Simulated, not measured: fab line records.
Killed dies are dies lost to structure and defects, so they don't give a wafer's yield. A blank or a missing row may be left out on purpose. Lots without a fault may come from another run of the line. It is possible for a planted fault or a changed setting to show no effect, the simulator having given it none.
fab line records / flow n5Finfet / part 2 of 2: steps 19 to 26 of 26
record lots=5 wafers=15 lastDay=22
route steps=1938 shown MIM_TOP_ETCH@1851 MIM_BOT_LITHO@1854 MIM_BOT_ETCH@1866 PASS1_CAP@1873 TV_LITHO@1875
lots that met no fault: taken from a fault-free run of the same line
startH: hours from the record's opening day to when the first of the lot's shown wafers began / waitH: how many hours have passed since the lot's step before this one / " identical to the entry in the row above / L1.1+2: one row covering several wafers at once / - no value present, or no start provided / * or withheld: withheld / < > ~ a bound
route shown NAME@n: a module of which the file shows steps, and the number in the route of the first / usual: mean/standard deviation of fault-free wafers / same: alike in all rows / chamber/n: place in a boat / sites: readings site by site / _std_site: standard deviation across them / _edge_site: mean of outer sites minus mean of inner sites / radiusMm: for every site, how far away it sits from the centre of the wafer / mask NAME#n: copy n / behind: the last tool/chamber to shape the wafer / hold: what put the lot on hold/how long, in hours/how the hold closed / device: the transistor (n, p or np) that didn't switch / end of line: the same wafers' tests at the end of the route / a step without rows: its recipe alone / killed: the dies lost at the first sort to structure and to defects; this is not the yield of the wafer / map: a wafer's dies, x killed, . not, _ none there
set.NAME: the setting as run; set.NAME@STEP: as run at that earlier step / model.NAME: the simulator's own value behind a step, which no gauge read
a table for each step, a row for each wafer; lots at some steps of the route
services: a tool's chamber out of use, with start hour (startH, from the record's first day; less than 0 if before it), hours out, and reason
## steps
# step N5_MIM_BOT_ETCH_STRIP_01
# recipe chemistry=O2 powerW=600 tempC=60 pressureMtorr=30 rfFrequencyHz=6e+07 biasPowerW=0 overashFraction=0.5 o2FlowSccm=225
# usual drypumpMotorCurrentA=5.8/0.45 oesProductAu=0.80/0.069 rfVppV=3.6/1.3 showerheadPlenumPTorr=2.13/0.062 tempC=60.00/0.13 throttleValvePct=16.69/0.22
lot.wafer=L077.1 tool=rieDiel-06 chamber=0 startH=432.68 waitH=0.2 drypumpMotorCurrentA=5.0 oesProductAu=0.82 rfHoursCounterH=89 rfVppV=5.5 showerheadPlenumPTorr=2.14 tempC=60.18 throttleValvePct=16.57
lot.wafer=L077.4 tool=rieDiel-06 chamber=3 startH=432.68 waitH=0.2 drypumpMotorCurrentA=6.0 oesProductAu=0.70 rfHoursCounterH=234 rfVppV=3.3 showerheadPlenumPTorr=1.90 tempC=59.89 throttleValvePct=16.94
lot.wafer=L077.5 tool=rieDiel-06 chamber=0 startH=432.68 waitH=0.2 drypumpMotorCurrentA=5.1 oesProductAu=0.83 rfHoursCounterH=- rfVppV=5.4 showerheadPlenumPTorr=2.14 tempC=60.24 throttleValvePct=16.63
lot.wafer=L076.1 tool=rieDiel-02 chamber=0 startH=486.51 waitH=0.1 drypumpMotorCurrentA=6.5 oesProductAu=0.73 rfHoursCounterH=137 rfVppV=3.4 showerheadPlenumPTorr=2.11 tempC=59.97 throttleValvePct=16.92
lot.wafer=L076.3 tool=rieDiel-02 chamber=3 startH=486.51 waitH=0.1 drypumpMotorCurrentA=5.2 oesProductAu=0.77 rfHoursCounterH=122 rfVppV=4.6 showerheadPlenumPTorr=2.12 tempC=60.04 throttleValvePct=16.79
lot.wafer=L076.5 tool=rieDiel-02 chamber=2 startH=486.51 waitH=0.1 drypumpMotorCurrentA=5.7 oesProductAu=0.80 rfHoursCounterH=- rfVppV=3.0 showerheadPlenumPTorr=2.13 tempC=60.00 throttleValvePct=16.87
lot.wafer=L083.2 tool=rieDiel-02 chamber=0 startH=502.30 waitH=0.1 drypumpMotorCurrentA=6.6 oesProductAu=0.72 rfHoursCounterH=144 rfVppV=3.4 showerheadPlenumPTorr=2.11 tempC=60.03 throttleValvePct=16.95
lot.wafer=L083.5 tool=rieDiel-02 chamber=2 startH=502.30 waitH=0.1 drypumpMotorCurrentA=5.7 oesProductAu=0.77 rfHoursCounterH=- rfVppV=4.0 showerheadPlenumPTorr=2.12 tempC=59.91 throttleValvePct=16.92
lot.wafer=L083.6 tool=rieDiel-02 chamber=0 startH=502.30 waitH=0.1 drypumpMotorCurrentA=6.5 oesProductAu=0.73 rfHoursCounterH=- rfVppV=3.6 showerheadPlenumPTorr=2.11 tempC=60.05 throttleValvePct=16.94
lot.wafer=L082.2 tool=rieDiel-02 chamber=0 startH=502.41 waitH=0.1 drypumpMotorCurrentA=6.5 oesProductAu=0.75 rfHoursCounterH=144 rfVppV=3.5 showerheadPlenumPTorr=2.11 tempC=59.91 throttleValvePct=17.00
lot.wafer=L082.3 tool=rieDiel-02 chamber=1 startH=502.41 waitH=0.1 drypumpMotorCurrentA=6.2 oesProductAu=0.73 rfHoursCounterH=173 rfVppV=4.6 showerheadPlenumPTorr=2.18 tempC=60.05 throttleValvePct=16.57
lot.wafer=L082.4 tool=rieDiel-02 chamber=1 startH=502.41 waitH=0.1 drypumpMotorCurrentA=6.2 oesProductAu=0.70 rfHoursCounterH=- rfVppV=4.8 showerheadPlenumPTorr=2.18 tempC=60.06 throttleValvePct=16.57
lot.wafer=L091.1 tool=rieDiel-02 chamber=3 startH=510.50 waitH=0.3 drypumpMotorCurrentA=5.2 oesProductAu=0.76 rfHoursCounterH=130 rfVppV=4.3 showerheadPlenumPTorr=2.12 tempC=60.27 throttleValvePct=16.79
lot.wafer=L091.3 tool=rieDiel-02 chamber=0 startH=510.50 waitH=0.3 drypumpMotorCurrentA=6.5 oesProductAu=0.72 rfHoursCounterH=148 rfVppV=1.4 showerheadPlenumPTorr=2.11 tempC=59.99 throttleValvePct=16.97
lot.wafer=L091.6 tool=rieDiel-02 chamber=1 startH=510.50 waitH=0.3 drypumpMotorCurrentA=6.2 oesProductAu=0.71 rfHoursCounterH=- rfVppV=8.0 showerheadPlenumPTorr=2.18 tempC=60.08 throttleValvePct=16.62
# step N5_MIM_BOT_ETCH_STRIP_02
# recipe chemistry=postEtchResidueRemover timeS=1200 tempC=72.5
# usual tempC=72.50/0.13
lot.wafer=L077.1 tool=wetBench-03 chamber=2 startH=432.74 waitH=- tempC=72.43
lot.wafer=L077.4 tool=wetBench-03 chamber=1 startH=432.74 waitH=- tempC=72.60
lot.wafer=L077.5 tool=wetBench-03 chamber=0 startH=432.74 waitH=- tempC=72.39
lot.wafer=L076.1 tool=wetBench-03 chamber=1 startH=486.57 waitH=- tempC=72.33
lot.wafer=L076.3 tool=wetBench-03 chamber=3 startH=486.57 waitH=- tempC=72.40
lot.wafer=L076.5 tool=wetBench-03 chamber=2 startH=486.57 waitH=- tempC=72.45
lot.wafer=L083.2 tool=wetBench-01 chamber=2 startH=502.37 waitH=- tempC=72.45
lot.wafer=L083.5 tool=wetBench-01 chamber=3 startH=502.37 waitH=- tempC=72.64
lot.wafer=L083.6 tool=wetBench-01 chamber=4 startH=502.37 waitH=- tempC=72.45
lot.wafer=L082.2 tool=wetBench-03 chamber=2 startH=502.54 waitH=- tempC=72.50
lot.wafer=L082.3 tool=wetBench-03 chamber=3 startH=502.54 waitH=- tempC=72.59
lot.wafer=L082.4 tool=wetBench-03 chamber=4 startH=502.54 waitH=- tempC=72.39
lot.wafer=L091.1 tool=wetBench-05 chamber=1 startH=510.57 waitH=- tempC=72.49
lot.wafer=L091.3 tool=wetBench-05 chamber=0 startH=510.57 waitH=- tempC=72.63
lot.wafer=L091.6 tool=wetBench-05 chamber=7 startH=510.57 waitH=- tempC=72.29
# step N5_MIM_BOT_ETCH_CLEAN_05
# recipe chemistry=IPA timeS=180 tempC=25
# usual tempC=25.00/0.1
lot.wafer=L077.1 tool=wetBench-03 chamber=2 startH=433.08 waitH=0.0 tempC=25.03
lot.wafer=L077.4 tool=wetBench-03 chamber=1 startH=433.08 waitH=0.0 tempC=25.18
lot.wafer=L077.5 tool=wetBench-03 chamber=0 startH=433.08 waitH=0.0 tempC=24.95
lot.wafer=L076.1 tool=wetBench-03 chamber=1 startH=486.91 waitH=0.0 tempC=24.81
lot.wafer=L076.3 tool=wetBench-03 chamber=3 startH=486.91 waitH=0.0 tempC=25.00
lot.wafer=L076.5 tool=wetBench-03 chamber=2 startH=486.91 waitH=0.0 tempC=24.95
lot.wafer=L083.2 tool=wetBench-01 chamber=2 startH=502.70 waitH=0.0 tempC=24.87
lot.wafer=L083.5 tool=wetBench-01 chamber=3 startH=502.70 waitH=0.0 tempC=24.79
lot.wafer=L083.6 tool=wetBench-01 chamber=4 startH=502.70 waitH=0.0 tempC=24.98
lot.wafer=L082.2 tool=wetBench-03 chamber=2 startH=502.87 waitH=0.0 tempC=24.98
lot.wafer=L082.3 tool=wetBench-03 chamber=3 startH=502.87 waitH=0.0 tempC=25.25
lot.wafer=L082.4 tool=wetBench-03 chamber=4 startH=502.87 waitH=0.0 tempC=24.88
lot.wafer=L091.1 tool=wetBench-05 chamber=1 startH=510.90 waitH=0.0 tempC=25.05
lot.wafer=L091.3 tool=wetBench-05 chamber=0 startH=510.90 waitH=0.0 tempC=25.08
lot.wafer=L091.6 tool=wetBench-05 chamber=7 startH=510.90 waitH=0.0 tempC=25.08
# step N5_MIM_BOT_ETCH_SRD_06
# recipe dry=ipaMarangoni timeS=30 tempC=23 rinseLiquid=diw
# usual tempC=23.00/0.11
lot.wafer=L077.1 tool=wetBench-03 chamber=2 startH=433.13 waitH=0.0 tempC=23.00
lot.wafer=L077.4 tool=wetBench-03 chamber=1 startH=433.13 waitH=0.0 tempC=23.05
lot.wafer=L077.5 tool=wetBench-03 chamber=0 startH=433.13 waitH=0.0 tempC=23.01
lot.wafer=L076.1 tool=wetBench-03 chamber=1 startH=486.96 waitH=0.0 tempC=23.20
lot.wafer=L076.3 tool=wetBench-03 chamber=3 startH=486.96 waitH=0.0 tempC=23.04
lot.wafer=L076.5 tool=wetBench-03 chamber=2 startH=486.96 waitH=0.0 tempC=22.97
lot.wafer=L083.2 tool=wetBench-01 chamber=2 startH=502.75 waitH=0.0 tempC=23.12
lot.wafer=L083.5 tool=wetBench-01 chamber=3 startH=502.75 waitH=0.0 tempC=22.84
lot.wafer=L083.6 tool=wetBench-01 chamber=4 startH=502.75 waitH=0.0 tempC=22.88
lot.wafer=L082.2 tool=wetBench-03 chamber=2 startH=502.93 waitH=0.0 tempC=23.01
lot.wafer=L082.3 tool=wetBench-03 chamber=3 startH=502.93 waitH=0.0 tempC=22.99
lot.wafer=L082.4 tool=wetBench-03 chamber=4 startH=502.93 waitH=0.0 tempC=23.03
lot.wafer=L091.1 tool=wetBench-05 chamber=1 startH=510.95 waitH=0.0 tempC=23.07
lot.wafer=L091.3 tool=wetBench-05 chamber=0 startH=510.95 waitH=0.0 tempC=22.88
lot.wafer=L091.6 tool=wetBench-05 chamber=7 startH=510.95 waitH=0.0 tempC=22.97
# step N5_PASSIVATION_PECVD_55
# recipe material=SiO2 targetThkA=4000 tempC=400 precursor=SiH4/N2O pressureTorr=2.7 rfW=608 timeS=22.5
# usual heaterPowerOuterW=376/80 heaterPowerW=642/120 rfFwdPowerW=600.8/2.4 showerheadPlenumPTorr=8.18/0.089 showerheadVppV=1498/95 throttleValvePct=50.7/2.4
lot.wafer=L077.1 tool=pecvd-03 chamber=2 startH=433.18 waitH=0.0 heaterPowerOuterW=488 heaterPowerW=798 rfFwdPowerW=598.5 showerheadPlenumPTorr=8.27 showerheadVppV=1634 throttleValvePct=51.8
lot.wafer=L077.4 tool=pecvd-03 chamber=0 startH=433.18 waitH=0.0 heaterPowerOuterW=454 heaterPowerW=790 rfFwdPowerW=602.3 showerheadPlenumPTorr=8.13 showerheadVppV=1399 throttleValvePct=53.9
lot.wafer=L077.5 tool=pecvd-03 chamber=1 startH=433.18 waitH=0.0 heaterPowerOuterW=273 heaterPowerW=526 rfFwdPowerW=603.3 showerheadPlenumPTorr=8.23 showerheadVppV=1431 throttleValvePct=52.2
lot.wafer=L076.1 tool=pecvd-04 chamber=2 startH=487.01 waitH=0.0 heaterPowerOuterW=349 heaterPowerW=576 rfFwdPowerW=605.3 showerheadPlenumPTorr=8.08 showerheadVppV=1594 throttleValvePct=48.8
lot.wafer=L076.3 tool=pecvd-04 chamber=0 startH=487.01 waitH=0.0 heaterPowerOuterW=396 heaterPowerW=631 rfFwdPowerW=598.9 showerheadPlenumPTorr=8.23 showerheadVppV=1564 throttleValvePct=47.6
lot.wafer=L076.5 tool=pecvd-04 chamber=1 startH=487.01 waitH=0.0 heaterPowerOuterW=443 heaterPowerW=780 rfFwdPowerW=601.8 showerheadPlenumPTorr=8.20 showerheadVppV=1531 throttleValvePct=52.0
lot.wafer=L083.2 tool=pecvd-04 chamber=1 startH=502.80 waitH=0.0 heaterPowerOuterW=452 heaterPowerW=758 rfFwdPowerW=601.6 showerheadPlenumPTorr=8.23 showerheadVppV=1521 throttleValvePct=52.0
lot.wafer=L083.5 tool=pecvd-04 chamber=1 startH=502.80 waitH=0.0 heaterPowerOuterW=466 heaterPowerW=777 rfFwdPowerW=601.3 showerheadPlenumPTorr=8.21 showerheadVppV=1539 throttleValvePct=52.1
lot.wafer=L083.6 tool=pecvd-04 chamber=0 startH=502.80 waitH=0.0 heaterPowerOuterW=422 heaterPowerW=689 rfFwdPowerW=593.1 showerheadPlenumPTorr=8.20 showerheadVppV=1527 throttleValvePct=47.5
lot.wafer=L082.2 tool=pecvd-02 chamber=2 startH=502.97 waitH=0.0 heaterPowerOuterW=415 heaterPowerW=663 rfFwdPowerW=600.0 showerheadPlenumPTorr=7.99 showerheadVppV=1455 throttleValvePct=52.6
lot.wafer=L082.3 tool=pecvd-02 chamber=0 startH=502.97 waitH=0.0 heaterPowerOuterW=205 heaterPowerW=423 rfFwdPowerW=597.3 showerheadPlenumPTorr=8.28 showerheadVppV=1489 throttleValvePct=52.6
lot.wafer=L082.4 tool=pecvd-02 chamber=2 startH=502.97 waitH=0.0 heaterPowerOuterW=437 heaterPowerW=694 rfFwdPowerW=599.7 showerheadPlenumPTorr=7.97 showerheadVppV=1440 throttleValvePct=52.4
lot.wafer=L091.1 tool=pecvd-04 chamber=1 startH=511.00 waitH=0.0 heaterPowerOuterW=423 heaterPowerW=739 rfFwdPowerW=602.3 showerheadPlenumPTorr=8.21 showerheadVppV=1536 throttleValvePct=51.9
lot.wafer=L091.3 tool=pecvd-04 chamber=0 startH=511.00 waitH=0.0 heaterPowerOuterW=391 heaterPowerW=632 rfFwdPowerW=594.9 showerheadPlenumPTorr=8.24 showerheadVppV=1578 throttleValvePct=47.6
lot.wafer=L091.6 tool=pecvd-04 chamber=2 startH=511.00 waitH=0.0 heaterPowerOuterW=420 heaterPowerW=670 rfFwdPowerW=602.8 showerheadPlenumPTorr=8.09 showerheadVppV=1587 throttleValvePct=49.0
# step N5_PASSIVATION_PECVD_01
# recipe material=SiNx targetThkA=2000 tempC=400 precursor=SiH4/NH3/N2 pressureTorr=4.9 rfW=1406 timeS=43.2
# usual heaterPowerOuterW=166/79 heaterPowerW=363/110 rfFwdPowerW=1394/5.1 showerheadPlenumPTorr=8.69/0.061 showerheadVppV=2278/140 throttleValvePct=28.7/1.4
lot.wafer=L077.1 tool=pecvd-03 chamber=2 startH=433.21 waitH=0.0 heaterPowerOuterW=316 heaterPowerW=557 rfFwdPowerW=1398 showerheadPlenumPTorr=8.72 showerheadVppV=2512 throttleValvePct=29.3
lot.wafer=L077.4 tool=pecvd-03 chamber=0 startH=433.21 waitH=0.0 heaterPowerOuterW=244 heaterPowerW=510 rfFwdPowerW=1397 showerheadPlenumPTorr=8.64 showerheadVppV=2116 throttleValvePct=30.3
lot.wafer=L077.5 tool=pecvd-03 chamber=1 startH=433.21 waitH=0.0 heaterPowerOuterW=98 heaterPowerW=296 rfFwdPowerW=1392 showerheadPlenumPTorr=8.73 showerheadVppV=2225 throttleValvePct=29.8
lot.wafer=L076.1 tool=pecvd-04 chamber=2 startH=487.04 waitH=0.0 heaterPowerOuterW=176 heaterPowerW=353 rfFwdPowerW=1398 showerheadPlenumPTorr=8.62 showerheadVppV=2414 throttleValvePct=27.7
lot.wafer=L076.3 tool=pecvd-04 chamber=0 startH=487.04 waitH=0.0 heaterPowerOuterW=171 heaterPowerW=345 rfFwdPowerW=1387 showerheadPlenumPTorr=8.76 showerheadVppV=2364 throttleValvePct=26.9
lot.wafer=L076.5 tool=pecvd-04 chamber=1 startH=487.04 waitH=0.0 heaterPowerOuterW=203 heaterPowerW=442 rfFwdPowerW=1395 showerheadPlenumPTorr=8.72 showerheadVppV=2333 throttleValvePct=29.3
lot.wafer=L083.2 tool=pecvd-04 chamber=1 startH=502.83 waitH=0.0 heaterPowerOuterW=165 heaterPowerW=390 rfFwdPowerW=1396 showerheadPlenumPTorr=8.71 showerheadVppV=2347 throttleValvePct=29.4
lot.wafer=L083.5 tool=pecvd-04 chamber=1 startH=502.83 waitH=0.0 heaterPowerOuterW=169 heaterPowerW=410 rfFwdPowerW=1397 showerheadPlenumPTorr=8.69 showerheadVppV=2340 throttleValvePct=29.4
lot.wafer=L083.6 tool=pecvd-04 chamber=0 startH=502.83 waitH=0.0 heaterPowerOuterW=248 heaterPowerW=443 rfFwdPowerW=1388 showerheadPlenumPTorr=8.72 showerheadVppV=2370 throttleValvePct=26.9
lot.wafer=L082.2 tool=pecvd-02 chamber=2 startH=503.01 waitH=0.0 heaterPowerOuterW=210 heaterPowerW=375 rfFwdPowerW=1396 showerheadPlenumPTorr=8.53 showerheadVppV=2219 throttleValvePct=29.7
lot.wafer=L082.3 tool=pecvd-02 chamber=0 startH=503.01 waitH=0.0 heaterPowerOuterW=48 heaterPowerW=220 rfFwdPowerW=1397 showerheadPlenumPTorr=8.77 showerheadVppV=2273 throttleValvePct=29.9
lot.wafer=L082.4 tool=pecvd-02 chamber=2 startH=503.01 waitH=0.0 heaterPowerOuterW=211 heaterPowerW=386 rfFwdPowerW=1395 showerheadPlenumPTorr=8.54 showerheadVppV=2150 throttleValvePct=29.4
lot.wafer=L091.1 tool=pecvd-04 chamber=1 startH=511.03 waitH=0.0 heaterPowerOuterW=137 heaterPowerW=359 rfFwdPowerW=1396 showerheadPlenumPTorr=8.73 showerheadVppV=2330 throttleValvePct=29.6
lot.wafer=L091.3 tool=pecvd-04 chamber=0 startH=511.03 waitH=0.0 heaterPowerOuterW=198 heaterPowerW=382 rfFwdPowerW=1385 showerheadPlenumPTorr=8.71 showerheadVppV=2357 throttleValvePct=26.9
lot.wafer=L091.6 tool=pecvd-04 chamber=2 startH=511.03 waitH=0.0 heaterPowerOuterW=192 heaterPowerW=384 rfFwdPowerW=1392 showerheadPlenumPTorr=8.64 showerheadVppV=2428 throttleValvePct=27.8
# step N5_PASSIVATION_HMDS_03
# recipe timeS=60 tempC=120
# usual resistLineTempC=22.99/0.12
lot.wafer=L077.1 tool=lithoTrack-02 chamber=0 startH=433.31 waitH=0.1 resistLineTempC=22.97
lot.wafer=L077.4 tool=lithoTrack-02 chamber=0 startH=433.31 waitH=0.1 resistLineTempC=23.16
lot.wafer=L077.5 tool=lithoTrack-02 chamber=0 startH=433.31 waitH=0.1 resistLineTempC=23.06
lot.wafer=L076.1 tool=lithoTrack-04 chamber=0 startH=487.17 waitH=0.1 resistLineTempC=22.99
lot.wafer=L076.3 tool=lithoTrack-04 chamber=0 startH=487.17 waitH=0.1 resistLineTempC=22.84
lot.wafer=L076.5 tool=lithoTrack-04 chamber=0 startH=487.17 waitH=0.1 resistLineTempC=22.93
lot.wafer=L083.2 tool=lithoTrack-03 chamber=0 startH=502.91 waitH=0.1 resistLineTempC=22.80
lot.wafer=L083.5 tool=lithoTrack-03 chamber=0 startH=502.91 waitH=0.1 resistLineTempC=22.67
lot.wafer=L083.6 tool=lithoTrack-03 chamber=0 startH=502.91 waitH=0.1 resistLineTempC=22.80
lot.wafer=L082.2 tool=lithoTrack-04 chamber=0 startH=503.11 waitH=0.1 resistLineTempC=22.97
lot.wafer=L082.3 tool=lithoTrack-04 chamber=0 startH=503.11 waitH=0.1 resistLineTempC=22.74
lot.wafer=L082.4 tool=lithoTrack-04 chamber=0 startH=503.11 waitH=0.1 resistLineTempC=23.03
lot.wafer=L091.1 tool=lithoTrack-03 chamber=0 startH=511.67 waitH=0.6 resistLineTempC=23.01
lot.wafer=L091.3 tool=lithoTrack-03 chamber=0 startH=511.67 waitH=0.6 resistLineTempC=22.84
lot.wafer=L091.6 tool=lithoTrack-03 chamber=0 startH=511.67 waitH=0.6 resistLineTempC=22.99
# step N5_PASSIVATION_COAT_04
# recipe spinRpm=* resistThkNm=*
# usual dispensePressureKPa=50/3.3 resistLineTempC=23.02/0.11
lot.wafer=L077.1 tool=lithoTrack-02 chamber=0 startH=- waitH=- dispensePressureKPa=54 resistLineTempC=23.21
lot.wafer=L077.4 tool=lithoTrack-02 chamber=0 startH=- waitH=- dispensePressureKPa=54 resistLineTempC=22.89
lot.wafer=L077.5 tool=lithoTrack-02 chamber=0 startH=- waitH=- dispensePressureKPa=54 resistLineTempC=23.03
lot.wafer=L076.1 tool=lithoTrack-04 chamber=0 startH=- waitH=- dispensePressureKPa=45 resistLineTempC=22.96
lot.wafer=L076.3 tool=lithoTrack-04 chamber=0 startH=- waitH=- dispensePressureKPa=45 resistLineTempC=23.11
lot.wafer=L076.5 tool=lithoTrack-04 chamber=0 startH=- waitH=- dispensePressureKPa=45 resistLineTempC=23.10
lot.wafer=L083.2 tool=lithoTrack-03 chamber=0 startH=- waitH=- dispensePressureKPa=50 resistLineTempC=22.91
lot.wafer=L083.5 tool=lithoTrack-03 chamber=0 startH=- waitH=- dispensePressureKPa=50 resistLineTempC=23.04
lot.wafer=L083.6 tool=lithoTrack-03 chamber=0 startH=- waitH=- dispensePressureKPa=50 resistLineTempC=22.94
lot.wafer=L082.2 tool=lithoTrack-04 chamber=0 startH=- waitH=- dispensePressureKPa=45 resistLineTempC=22.95
lot.wafer=L082.3 tool=lithoTrack-04 chamber=0 startH=- waitH=- dispensePressureKPa=45 resistLineTempC=23.05
lot.wafer=L082.4 tool=lithoTrack-04 chamber=0 startH=- waitH=- dispensePressureKPa=45 resistLineTempC=22.97
lot.wafer=L091.1 tool=lithoTrack-03 chamber=0 startH=- waitH=- dispensePressureKPa=50 resistLineTempC=22.93
lot.wafer=L091.3 tool=lithoTrack-03 chamber=0 startH=- waitH=- dispensePressureKPa=50 resistLineTempC=23.12
lot.wafer=L091.6 tool=lithoTrack-03 chamber=0 startH=- waitH=- dispensePressureKPa=50 resistLineTempC=23.08
## services
tool=rieDiel-01 chamber=0 startH=408.18 hours=3.1 kind=repair
tool=pecvd-02 chamber=2 startH=412.23 hours=2.6 kind=repair
tool=krfScanner-02 chamber=- startH=420.07 hours=1.0 kind=pm
tool=rieDiel-01 chamber=3 startH=422.49 hours=3.5 kind=repair
tool=krfScanner-02 chamber=- startH=423.88 hours=0.3 kind=repair
tool=wetBench-01 chamber=- startH=426.65 hours=1.9 kind=pm
tool=pecvd-02 chamber=- startH=430.83 hours=0.7 kind=repair
tool=rieMetal-03 chamber=- startH=435.58 hours=0.9 kind=repair
tool=pecvd-02 chamber=0 startH=437.61 hours=12.9 kind=repair
tool=rieDiel-01 chamber=- startH=452.31 hours=14.6 kind=pm
tool=krfScanner-01 chamber=- startH=456.18 hours=0.6 kind=repair
tool=krfScanner-01 chamber=- startH=466.17 hours=0.8 kind=pm
tool=rieDiel-01 chamber=- startH=467.94 hours=2.8 kind=pm
tool=rieDiel-01 chamber=1 startH=471.75 hours=9.3 kind=repair
tool=rieDiel-02 chamber=1 startH=474.38 hours=3.1 kind=repair
tool=rieDiel-01 chamber=3 startH=475.74 hours=4.3 kind=repair
tool=krfScanner-01 chamber=- startH=478.06 hours=1.7 kind=repair
tool=krfScanner-01 chamber=- startH=480.47 hours=1.0 kind=pm
tool=krfScanner-01 chamber=- startH=492.65 hours=0.8 kind=pm
tool=krfScanner-01 chamber=- startH=497.42 hours=1.3 kind=pm
tool=krfScanner-01 chamber=- startH=498.87 hours=0.8 kind=repair
tool=rieDiel-02 chamber=3 startH=501.45 hours=3.5 kind=repair
tool=rieMetal-02 chamber=- startH=504.66 hours=0.2 kind=repair
tool=rieDiel-06 chamber=1 startH=509.46 hours=12.9 kind=repair
